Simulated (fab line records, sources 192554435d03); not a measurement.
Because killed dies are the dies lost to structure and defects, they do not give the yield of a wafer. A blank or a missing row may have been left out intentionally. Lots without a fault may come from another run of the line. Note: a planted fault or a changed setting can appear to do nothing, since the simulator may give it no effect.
Which tool did it? + flow n5_finfet + 10 lots, 30 wafers sampled, at 4 steps of a route of 1938

## WHAT THE GAUGES READ, wafer by wafer
N5_BEOL_M6_OVL_MEAS_29.
| lot  | measured     | on         | V5_OVL (nm)    |
|------|--------------|------------|----------------|
| L933 | day 9 02:13  | overlay-02 | -0.8 -0.5 -1.1 |
| L934 | day 9 13:21  | overlay-02 | -0.2 -1.2 -0.2 |
| L936 | day 9 20:43  | overlay-01 | -0.2 0.1 -0.3  |
| L939 | day 10 16:19 | overlay-02 | -0.5 0.3 0.7   |
| L940 | day 11 01:44 | overlay-01 | 0.5 0.6 -0.3   |
| L943 | day 11 18:35 | overlay-02 | 1.2 0.8 0.6    |
| L949 | day 13 00:01 | overlay-02 | 0.2 -0.7 -0.4  |
| L953 | day 13 15:05 | overlay-02 | -0.4 -0.2 -0.2 |
| L951 | day 13 18:05 | overlay-02 | -1.1 -1.4 -1.1 |
| L955 | day 14 13:10 | overlay-02 | -0.5 -0.4 -0.1 |

## TOOL THAT RAN EACH LOT (tool first, then ch and the chambers of the sampled wafers, then the start)
| lot  | N5_BEOL_M6_CURE_74            | N5_BEOL_M6_STRIP_19                | N5_BEOL_M6_COAT_71                |
|------|-------------------------------|------------------------------------|-----------------------------------|
| L933 | uv_cure-02 ch 0, day 8 23:06  | rie_diel-06 ch 2,3, day 9 01:41    | litho_track-02 ch 0, day 9 01:47  |
| L934 | uv_cure-01 ch 2, day 9 08:09  | rie_diel-01 ch 0,1, day 9 10:31    | litho_track-04 ch 0, day 9 12:55  |
| L936 | uv_cure-02 ch 0, day 9 16:17  | rie_diel-01 ch 0,1,3, day 9 20:08  | litho_track-05 ch 0, day 9 20:18  |
| L939 | uv_cure-01 ch 2, day 10 13:46 | rie_diel-02 ch 0,1,3, day 10 15:31 | litho_track-02 ch 0, day 10 15:53 |
| L940 | uv_cure-03 ch 2, day 10 22:47 | rie_diel-02 ch 1,3, day 11 01:19   | litho_track-05 ch 0, day 11 01:26 |
| L943 | uv_cure-01 ch 2, day 11 14:31 | rie_diel-02 ch 0,1, day 11 17:56   | litho_track-05 ch 0, day 11 18:07 |
| L949 | uv_cure-02 ch 2, day 12 19:32 | rie_diel-02 ch 0,2, day 12 23:28   | litho_track-02 ch 0, day 12 23:35 |
| L953 | uv_cure-02 ch 0, day 13 09:53 | rie_diel-02 ch 0,1,2, day 13 13:22 | litho_track-04 ch 0, day 13 14:40 |
| L951 | uv_cure-02 ch 0, day 13 14:22 | rie_diel-06 ch 0,2,3, day 13 16:54 | litho_track-02 ch 0, day 13 17:39 |
| L955 | uv_cure-01 ch 1, day 14 08:08 | rie_diel-06 ch 2,3, day 14 09:56   | litho_track-04 ch 0, day 14 12:52 |
- N5_BEOL_M6_CURE_74: cures SiCOH lowk, time 240 s.
- N5_BEOL_M6_STRIP_19: strips in O2.
- N5_BEOL_M6_COAT_71: time 60 s, resist thk 5 nm.

## THE ANSWER, worked out from the rows above alone
Rule: usual is defined by the lots themselves. The widest of any qualifying gaps counts: lots, ordered by their means at a reading, are off when they make up no more than a third of the lots, leave a main group of 4 or more, and stand apart from it by 3 or more times the standard deviation of that group's means. If all means in a main group match to the digits the tables above print for the reading, that group is not used. A lot without any number at a reading at which 4 lots or more have one is off too. All remaining lots with rows at the step are treated as sound.
Across all readings shown, no lot is off: no conclusion can be drawn from this.

## WHAT THE SIMULATOR HAD PUT IN
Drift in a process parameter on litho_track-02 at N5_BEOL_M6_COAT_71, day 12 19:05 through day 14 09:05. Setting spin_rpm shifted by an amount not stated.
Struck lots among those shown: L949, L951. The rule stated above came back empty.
